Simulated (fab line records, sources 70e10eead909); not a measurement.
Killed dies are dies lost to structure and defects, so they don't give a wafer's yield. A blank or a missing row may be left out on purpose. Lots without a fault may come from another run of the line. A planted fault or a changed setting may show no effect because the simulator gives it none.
Which tool did it? | flow nand_harc | 21 lots, 63 wafers sampled, at 6 steps of a route of 1302

WHAT THE GAUGES READ, wafer by wafer
The record holds no reading of a measuring or inspecting step that can be judged against a usual standard deviation.

WHICH TOOL RAN EACH LOT (tool, then ch and the chambers of the sampled wafers, then the start)
lot  | NHARC_A_STAIRCASE_TRIM_187         | NHARC_A_STAIRCASE_ETCH_190     | NHARC_A_STAIRCASE_ETCH_199     | NHARC_A_STAIRCASE_ETCH_203     | NHARC_A_STAIRCASE_TRIM_226     | NHARC_A_STAIRCASE_TRIM_235
L074 | rie_diel-10 ch 0,3, day 16 04:28   | rie_diel-10 ch 0,2,3, no start | rie_diel-07 ch 1,2,3, no start | rie_diel-07 ch 0,3, no start   | rie_diel-07 ch 0,3, no start   | rie_diel-03 ch 2,3, no start
L075 | rie_diel-07 ch 1,3, day 16 22:28   | rie_diel-07 ch 2,3, no start   | rie_diel-03 ch 0,2,3, no start | rie_diel-03 ch 1,2,3, no start | rie_diel-07 ch 2,3, no start   | rie_diel-07 ch 0,3, no start
L076 | rie_diel-03 ch 1,2,3, day 17 11:53 | rie_diel-03 ch 1,2,3, no start | rie_diel-03 ch 0,1,2, no start | rie_diel-03 ch 1,2, no start   | rie_diel-03 ch 0,1,2, no start | rie_diel-07 ch 0,3, no start
L078 | rie_diel-03 ch 1,3, day 17 15:25   | rie_diel-03 ch 0,2,3, no start | rie_diel-10 ch 0,1,2, no start | rie_diel-10 ch 0,3, no start   | rie_diel-03 ch 0,1,2, no start | rie_diel-03 ch 1,3, no start
L077 | rie_diel-03 ch 0,2,3, day 17 19:08 | rie_diel-03 ch 0,1,3, no start | rie_diel-03 ch 0,1, no start   | rie_diel-03 ch 0,1,2, no start | rie_diel-07 ch 0,1,2, no start | rie_diel-03 ch 0,2,3, no start
L079 | rie_diel-10 ch 0,1, day 18 04:35   | rie_diel-10 ch 1,3, no start   | rie_diel-07 ch 0,1,2, no start | rie_diel-07 ch 0,2,3, no start | rie_diel-10 ch 0,1,3, no start | rie_diel-10 ch 0,1,3, no start
L081 | rie_diel-07 ch 0,1,3, day 19 02:29 | rie_diel-07 ch 0,2,3, no start | rie_diel-03 ch 0,2, no start   | rie_diel-03 ch 1,2, no start   | rie_diel-07 ch 0,2, no start   | rie_diel-07 ch 1,3, no start
L082 | rie_diel-10 ch 0,2,3, day 19 03:16 | rie_diel-10 ch 0,1,3, no start | rie_diel-10 ch 0,2,3, no start | rie_diel-10 ch 1,2,3, no start | rie_diel-07 ch 0,2,3, no start | rie_diel-10 ch 1,2,3, no start
L084 | rie_diel-10 ch 0,1, day 19 13:49   | rie_diel-10 ch 1,2,3, no start | rie_diel-03 ch 0,3, no start   | rie_diel-03 ch 0,3, no start   | rie_diel-03 ch 1,2,3, no start | rie_diel-10 ch 0,1, no start
L083 | rie_diel-07 ch 0,1,3, day 19 20:07 | rie_diel-07 ch 0,1, no start   | rie_diel-03 ch 2,3, no start   | rie_diel-03 ch 0,1,2, no start | rie_diel-03 ch 1,2, no start   | rie_diel-03 ch 1,2,3, no start
L085 | rie_diel-10 ch 0,3, day 20 19:36   | rie_diel-10 ch 0,3, no start   | rie_diel-03 ch 0,2, no start   | rie_diel-03 ch 0,2,3, no start | rie_diel-10 ch 0,3, no start   | rie_diel-10 ch 0,1, no start
L087 | rie_diel-10 ch 1,2,3, day 20 19:49 | rie_diel-10 ch 1,2,3, no start | rie_diel-10 ch 0,2,3, no start | rie_diel-10 ch 0,1,3, no start | rie_diel-03 ch 0,2,3, no start | rie_diel-10 ch 0,1,2, no start
L088 | rie_diel-10 ch 0,1,2, day 21 13:26 | rie_diel-10 ch 2,3, no start   | rie_diel-10 ch 0,1,2, no start | rie_diel-10 ch 1,3, no start   | rie_diel-07 ch 0,2, no start   | rie_diel-10 ch 0,3, no start
L089 | rie_diel-03 ch 0,1,2, day 21 14:44 | rie_diel-03 ch 1,2,3, no start | rie_diel-03 ch 0,1,3, no start | rie_diel-03 ch 0,1,3, no start | rie_diel-03 ch 0,2,3, no start | rie_diel-07 ch 0,2,3, no start
L092 | rie_diel-10 ch 1,3, day 22 22:17   | rie_diel-10 ch 0,1,3, no start | rie_diel-10 ch 0,1, no start   | rie_diel-10 ch 0,1,3, no start | rie_diel-10 ch 0,2,3, no start | rie_diel-10 ch 0,1, no start
L091 | rie_diel-07 ch 0,2,3, day 22 22:53 | rie_diel-07 ch 0,2,3, no start | rie_diel-07 ch 1,2,3, no start | rie_diel-07 ch 0,1,2, no start | rie_diel-03 ch 0,1, no start   | rie_diel-07 ch 2,3, no start
L093 | rie_diel-03 ch 0,1, day 24 03:14   | rie_diel-03 ch 0,3, no start   | rie_diel-07 ch 0,3, no start   | rie_diel-07 ch 1,2,3, no start | rie_diel-07 ch 0,2,3, no start | rie_diel-07 ch 0,1, no start
L094 | rie_diel-10 ch 1,2,3, day 24 12:00 | rie_diel-10 ch 2,3, no start   | rie_diel-10 ch 1,2,3, no start | rie_diel-10 ch 2,3, no start   | rie_diel-07 ch 0,3, no start   | rie_diel-10 ch 0,2,3, no start
L095 | rie_diel-07 ch 2,3, day 24 15:22   | rie_diel-07 ch 0,1, no start   | rie_diel-07 ch 0,1,3, no start | rie_diel-07 ch 0,1,2, no start | rie_diel-03 ch 0,2, no start   | rie_diel-07 ch 1,2, no start
L096 | rie_diel-03 ch 0,1,2, day 24 20:29 | rie_diel-03 ch 0,2,3, no start | rie_diel-03 ch 1,3, no start   | rie_diel-03 ch 0,1,2, no start | rie_diel-07 ch 2,3, no start   | rie_diel-07 ch 2,3, no start
L097 | rie_diel-10 ch 0,1,3, day 25 04:47 | rie_diel-10 ch 0,1,2, no start | rie_diel-10 ch 0,1,3, no start | rie_diel-10 ch 0,1, no start   | rie_diel-07 ch 1,2,3, no start | rie_diel-07 ch 2,3, no start
- NHARC_A_STAIRCASE_TRIM_187: chemistry O2, time 211.2 s.
- NHARC_A_STAIRCASE_ETCH_190: etches the open film in C4F8/O2, target depth 100 nm, time 40.5 s.
- NHARC_A_STAIRCASE_ETCH_199: etches the open film in C4F8/O2, target depth 100 nm, time 40.5 s.
- NHARC_A_STAIRCASE_ETCH_203: etches the open film in C4F8/O2, target depth 100 nm, time 40.5 s.
- NHARC_A_STAIRCASE_TRIM_226: chemistry O2, time 211.2 s.
- NHARC_A_STAIRCASE_TRIM_235: chemistry O2, time 211.2 s.

WHAT THE TOOLS THEMSELVES READ (means of the sampled wafers that have a number; where no wafer has one, the mark that the record gives instead)
NHARC_A_STAIRCASE_TRIM_187. Usual: drypump_motor_current_A 5.8 A, standard deviation 0.54; oes_product_au 1.001 a.u., standard deviation 0.0094; rf_vpp_V 57.6 V, standard deviation 0.93; showerhead_plenum_p_Torr 3.50 Torr, standard deviation 0.15; throttle_valve_pct 17.036 %, standard deviation 0.01.
lot  | tool        | drypump_motor_current_A (A) | oes_product_au (a.u.) | rf_vpp_V (V) | showerhead_plenum_p_Torr (Torr) | throttle_valve_pct (%) | flag
L074 | rie_diel-10 | 5.0                         | 0.992                 | 57.2         | 3.56                            | 17.034                 |
L075 | rie_diel-07 | 6.2                         | 1.000                 | 58.3         | 3.64                            | 17.033                 |
L076 | rie_diel-03 | 5.6                         | 0.992                 | 57.6         | 3.44                            | 17.032                 |
L078 | rie_diel-03 | 5.9                         | 1.006                 | 57.3         | 3.31                            | 17.034                 |
L077 | rie_diel-03 | 5.6                         | 0.996                 | 58.4         | 3.48                            | 17.037                 |
L079 | rie_diel-10 | 6.1                         | 1.002                 | 57.2         | 3.43                            | 17.044                 |
L081 | rie_diel-07 | 6.0                         | 1.007                 | 58.1         | 3.53                            | 17.041                 |
L082 | rie_diel-10 | 5.5                         | 1.008                 | 57.4         | 3.62                            | 17.047                 |
L084 | rie_diel-10 | 5.9                         | 1.016                 | 57.4         | 3.48                            | 17.038                 |
L083 | rie_diel-07 | 6.0                         | 0.996                 | 58.2         | 3.52                            | 17.036                 |
L085 | rie_diel-10 | 5.2                         | 1.007                 | 58.2         | 3.54                            | 17.040                 |
L087 | rie_diel-10 | 5.7                         | 1.004                 | 57.6         | 3.56                            | 17.043                 |
L088 | rie_diel-10 | 6.0                         | 1.002                 | 57.5         | 3.55                            | 17.033                 |
L089 | rie_diel-03 | 5.9                         | 0.996                 | 57.3         | 3.61                            | 17.032                 |
L092 | rie_diel-10 | 5.8                         | 0.995                 | 57.6         | 3.41                            | 17.042                 |
L091 | rie_diel-07 | 5.9                         | 1.007                 | 57.7         | 3.42                            | 17.030                 |
L093 | rie_diel-03 | 6.2                         | 0.994                 | 57.5         | 3.65                            | 17.030                 |
L094 | rie_diel-10 | 5.8                         | 0.998                 | 57.4         | 3.54                            | 17.028                 |
L095 | rie_diel-07 | 6.2                         | 1.002                 | 57.9         | 3.52                            | 17.036                 |
L096 | rie_diel-03 | 5.9                         | 0.996                 | 57.9         | 3.60                            | 17.046                 |
L097 | rie_diel-10 | 5.6                         | 1.005                 | 58.0         | 3.46                            | 17.036                 |

NHARC_A_STAIRCASE_ETCH_190. Usual: bias_w 1000.0 W, standard deviation 2.9; oes_product_au 0.944 a.u., standard deviation 0.012; rf_fwd_power_W 592.3 W, standard deviation 2.9; rf_vpp_V 895 V, standard deviation 5.5.
lot  | tool        | bias_w (W) | oes_product_au (a.u.) | rf_fwd_power_W (W) | rf_vpp_V (V) | flag
L074 | rie_diel-10 | 1002.4     | 0.941                 | 591.0              | 900          |
L075 | rie_diel-07 | 999.0      | 0.963                 | 591.7              | 897          |
L076 | rie_diel-03 | 1001.3     | 0.945                 | 591.1              | 894          |
L078 | rie_diel-03 | 999.1      | 0.934                 | 590.7              | 894          |
L077 | rie_diel-03 | 999.3      | 0.949                 | 590.9              | 889          |
L079 | rie_diel-10 | 999.0      | 0.943                 | 590.4              | 891          |
L081 | rie_diel-07 | 1000.4     | 0.932                 | 591.5              | 893          |
L082 | rie_diel-10 | 998.5      | 0.962                 | 590.5              | 894          |
L084 | rie_diel-10 | 998.7      | 0.954                 | 593.9              | 897          |
L083 | rie_diel-07 | 997.0      | 0.936                 | 594.6              | 892          |
L085 | rie_diel-10 | 995.8      | 0.937                 | 590.7              | 897          |
L087 | rie_diel-10 | 998.2      | 0.935                 | 591.8              | 897          |
L088 | rie_diel-10 | 999.5      | 0.945                 | 591.8              | 899          |
L089 | rie_diel-03 | 998.9      | 0.918                 | 592.9              | 899          |
L092 | rie_diel-10 | 1002.9     | 0.954                 | 593.7              | 894          |
L091 | rie_diel-07 | 1001.7     | 0.954                 | 592.9              | 892          |
L093 | rie_diel-03 | 998.9      | 0.947                 | 593.5              | 890          |
L094 | rie_diel-10 | 999.9      | 0.939                 | 590.8              | 898          |
L095 | rie_diel-07 | 1002.9     | 0.937                 | 593.3              | 891          |
L096 | rie_diel-03 | 999.8      | 0.942                 | 593.6              | 894          |
L097 | rie_diel-10 | 1000.2     | 0.937                 | 593.2              | 896          |

NHARC_A_STAIRCASE_ETCH_199. Usual: bias_w 1000 W, standard deviation 3.1; oes_product_au 0.947 a.u., standard deviation 0.012; rf_fwd_power_W 592.6 W, standard deviation 2.4; rf_vpp_V 895 V, standard deviation 5.8.
lot  | tool        | bias_w (W) | oes_product_au (a.u.) | rf_fwd_power_W (W) | rf_vpp_V (V) | flag
L074 | rie_diel-07 | 1001       | 0.953                 | 592.8              | 897          |
L075 | rie_diel-03 | 1001       | 0.954                 | 592.3              | 894          |
L076 | rie_diel-03 | 1000       | 0.952                 | 592.8              | 893          |
L078 | rie_diel-10 | 1002       | 0.953                 | 593.2              | 898          |
L077 | rie_diel-03 | 1001       | 0.939                 | 593.4              | 891          |
L079 | rie_diel-07 | 1001       | 0.953                 | 592.7              | 892          |
L081 | rie_diel-03 | 998        | 0.950                 | 593.7              | 898          |
L082 | rie_diel-10 | 997        | 0.943                 | 591.5              | 900          |
L084 | rie_diel-03 | 1001       | 0.948                 | 594.6              | 890          |
L083 | rie_diel-03 | 999        | 0.958                 | 590.6              | 893          |
L085 | rie_diel-03 | 1004       | 0.934                 | 593.1              | 897          |
L087 | rie_diel-10 | 999        | 0.946                 | 591.5              | 899          |
L088 | rie_diel-10 | 998        | 0.949                 | 594.8              | 896          |
L089 | rie_diel-03 | 1000       | 0.944                 | 593.8              | 895          |
L092 | rie_diel-10 | 1002       | 0.950                 | 593.1              | 892          |
L091 | rie_diel-07 | 1002       | 0.949                 | 591.6              | 895          |
L093 | rie_diel-07 | 1000       | 0.929                 | 592.9              | 892          |
L094 | rie_diel-10 | 1000       | 0.945                 | 592.2              | 897          |
L095 | rie_diel-07 | 999        | 0.946                 | 593.8              | 895          |
L096 | rie_diel-03 | 1003       | 0.947                 | 593.1              | 900          |
L097 | rie_diel-10 | 999        | 0.948                 | 591.4              | 894          |

NHARC_A_STAIRCASE_ETCH_203. Usual: bias_w 1000 W, standard deviation 3.6; oes_product_au 0.946 a.u., standard deviation 0.011; rf_fwd_power_W 592.3 W, standard deviation 2.7; rf_vpp_V 894 V, standard deviation 5.7.
lot  | tool        | bias_w (W) | oes_product_au (a.u.) | rf_fwd_power_W (W) | rf_vpp_V (V) | flag
L074 | rie_diel-07 | 1004       | 0.949                 | 592.7              | 897          |
L075 | rie_diel-03 | 1000       | 0.943                 | 592.3              | 893          |
L076 | rie_diel-03 | 1001       | 0.945                 | 594.2              | 890          |
L078 | rie_diel-10 | 1002       | 0.946                 | 588.8              | 897          |
L077 | rie_diel-03 | 1000       | 0.933                 | 592.7              | 894          |
L079 | rie_diel-07 | 1001       | 0.951                 | 591.7              | 892          |
L081 | rie_diel-03 | 1002       | 0.953                 | 591.5              | 891          |
L082 | rie_diel-10 | 1001       | 0.948                 | 593.7              | 897          |
L084 | rie_diel-03 | 997        | 0.954                 | 591.5              | 890          |
L083 | rie_diel-03 | 999        | 0.949                 | 592.7              | 893          |
L085 | rie_diel-03 | 1000       | 0.944                 | 592.5              | 895          |
L087 | rie_diel-10 | 996        | 0.928                 | 591.0              | 894          |
L088 | rie_diel-10 | 997        | 0.954                 | 589.7              | 894          |
L089 | rie_diel-03 | 1003       | 0.947                 | 592.5              | 895          |
L092 | rie_diel-10 | 1000       | 0.934                 | 591.5              | 894          |
L091 | rie_diel-07 | 1003       | 0.942                 | 590.9              | 892          |
L093 | rie_diel-07 | 1004       | 0.946                 | 592.6              | 896          |
L094 | rie_diel-10 | 1003       | 0.950                 | 591.7              | 901          |
L095 | rie_diel-07 | 998        | 0.948                 | 591.7              | 891          |
L096 | rie_diel-03 | 998        | 0.948                 | 595.2              | 898          |
L097 | rie_diel-10 | 1000       | 0.950                 | 594.7              | 891          |

NHARC_A_STAIRCASE_TRIM_226. Usual: drypump_motor_current_A 5.9 A, standard deviation 0.49; oes_product_au 1.000 a.u., standard deviation 0.0095; rf_vpp_V 57.7 V, standard deviation 0.9; showerhead_plenum_p_Torr 3.49 Torr, standard deviation 0.16; throttle_valve_pct 17.036 %, standard deviation 0.0097.
lot  | tool        | drypump_motor_current_A (A) | oes_product_au (a.u.) | rf_vpp_V (V) | showerhead_plenum_p_Torr (Torr) | throttle_valve_pct (%) | flag
L074 | rie_diel-07 | 5.8                         | 1.000                 | 58.3         | 3.45                            | 17.038                 |
L075 | rie_diel-07 | 6.2                         | 0.997                 | 58.5         | 3.55                            | 17.036                 |
L076 | rie_diel-03 | 5.9                         | 0.997                 | 57.7         | 3.45                            | 17.035                 |
L078 | rie_diel-03 | 5.9                         | 0.998                 | 57.8         | 3.45                            | 17.041                 |
L077 | rie_diel-07 | 5.9                         | 1.004                 | 57.9         | 3.43                            | 17.036                 |
L079 | rie_diel-10 | 5.5                         | 0.999                 | 57.5         | 3.49                            | 17.045                 |
L081 | rie_diel-07 | 5.7                         | 0.995                 | 57.0         | 3.34                            | 17.041                 |
L082 | rie_diel-07 | 6.0                         | 0.995                 | 57.6         | 3.44                            | 17.042                 |
L084 | rie_diel-03 | 5.6                         | 0.999                 | 57.4         | 3.43                            | 17.033                 |
L083 | rie_diel-03 | 5.9                         | 1.005                 | 58.1         | 3.40                            | 17.028                 |
L085 | rie_diel-10 | 4.9                         | 1.009                 | 58.1         | 3.55                            | 17.033                 |
L087 | rie_diel-03 | 5.6                         | 1.002                 | 57.8         | 3.47                            | 17.039                 |
L088 | rie_diel-07 | 5.7                         | 1.003                 | 57.2         | 3.32                            | 17.035                 |
L089 | rie_diel-03 | 5.6                         | 0.992                 | 57.7         | 3.47                            | 17.018                 |
L092 | rie_diel-10 | 5.5                         | 0.992                 | 58.0         | 3.61                            | 17.037                 |
L091 | rie_diel-03 | 6.3                         | 0.989                 | 57.1         | 3.52                            | 17.047                 |
L093 | rie_diel-07 | 6.0                         | 0.999                 | 57.5         | 3.42                            | 17.041                 |
L094 | rie_diel-07 | 6.0                         | 1.005                 | 58.0         | 3.52                            | 17.033                 |
L095 | rie_diel-03 | 5.6                         | 1.003                 | 57.4         | 3.55                            | 17.035                 |
L096 | rie_diel-07 | 6.2                         | 1.005                 | 58.1         | 3.52                            | 17.032                 |
L097 | rie_diel-07 | 6.1                         | 1.004                 | 58.9         | 3.51                            | 17.033                 |

NHARC_A_STAIRCASE_TRIM_235. Usual: drypump_motor_current_A 5.9 A, standard deviation 0.48; oes_product_au 1.002 a.u., standard deviation 0.01; rf_vpp_V 57.7 V, standard deviation 0.87; showerhead_plenum_p_Torr 3.49 Torr, standard deviation 0.15; throttle_valve_pct 17.036 %, standard deviation 0.0088.
lot  | tool        | drypump_motor_current_A (A) | oes_product_au (a.u.) | rf_vpp_V (V) | showerhead_plenum_p_Torr (Torr) | throttle_valve_pct (%) | flag
L074 | rie_diel-03 | 5.3                         | 0.997                 | 56.6         | 3.48                            | 17.039                 |
L075 | rie_diel-07 | 5.8                         | 1.003                 | 56.8         | 3.44                            | 17.027                 |
L076 | rie_diel-07 | 6.1                         | 0.997                 | 58.2         | 3.55                            | 17.044                 |
L078 | rie_diel-03 | 5.9                         | 0.995                 | 56.7         | 3.31                            | 17.036                 |
L077 | rie_diel-03 | 5.7                         | 0.992                 | 58.2         | 3.48                            | 17.044                 |
L079 | rie_diel-10 | 5.6                         | 0.998                 | 57.9         | 3.49                            | 17.034                 |
L081 | rie_diel-07 | 6.2                         | 0.997                 | 58.1         | 3.61                            | 17.034                 |
L082 | rie_diel-10 | 5.7                         | 0.999                 | 58.1         | 3.57                            | 17.039                 |
L084 | rie_diel-10 | 5.8                         | 1.013                 | 57.8         | 3.48                            | 17.040                 |
L083 | rie_diel-03 | 5.6                         | 0.999                 | 57.6         | 3.43                            | 17.039                 |
L085 | rie_diel-10 | 5.9                         | 1.014                 | 57.5         | 3.48                            | 17.033                 |
L087 | rie_diel-10 | 6.0                         | 1.007                 | 58.0         | 3.55                            | 17.044                 |
L088 | rie_diel-10 | 5.3                         | 1.006                 | 57.9         | 3.53                            | 17.039                 |
L089 | rie_diel-07 | 6.0                         | 0.998                 | 57.5         | 3.43                            | 17.034                 |
L092 | rie_diel-10 | 6.1                         | 1.006                 | 56.8         | 3.41                            | 17.027                 |
L091 | rie_diel-07 | 6.1                         | 1.007                 | 58.0         | 3.42                            | 17.027                 |
L093 | rie_diel-07 | 5.8                         | 1.003                 | 57.7         | 3.40                            | 17.045                 |
L094 | rie_diel-10 | 5.5                         | 1.003                 | 57.5         | 3.60                            | 17.027                 |
L095 | rie_diel-07 | 6.0                         | 1.004                 | 57.8         | 3.49                            | 17.037                 |
L096 | rie_diel-07 | 6.1                         | 1.008                 | 56.9         | 3.42                            | 17.041                 |
L097 | rie_diel-07 | 6.2                         | 1.006                 | 58.1         | 3.51                            | 17.036                 |

THE ANSWER, worked out from the rows above alone
Rule: a lot is off if the mean of its wafers that have a number lies more than 3 standard deviations from the usual mean. A lot without any number at a reading at which 4 lots or more have one is off too. The other lots that the step has rows for count as sound. The gauges are gone through in route order, then the tools' own readings, and for those a lot's mean is taken as printed above. The first step at which some lot is off is used, and at that step the reading that is off furthest; a lot without a number counts as furthest.
No lot is off at any reading shown: from this, nothing can be told.

WHAT THE SIMULATOR HAD PUT IN
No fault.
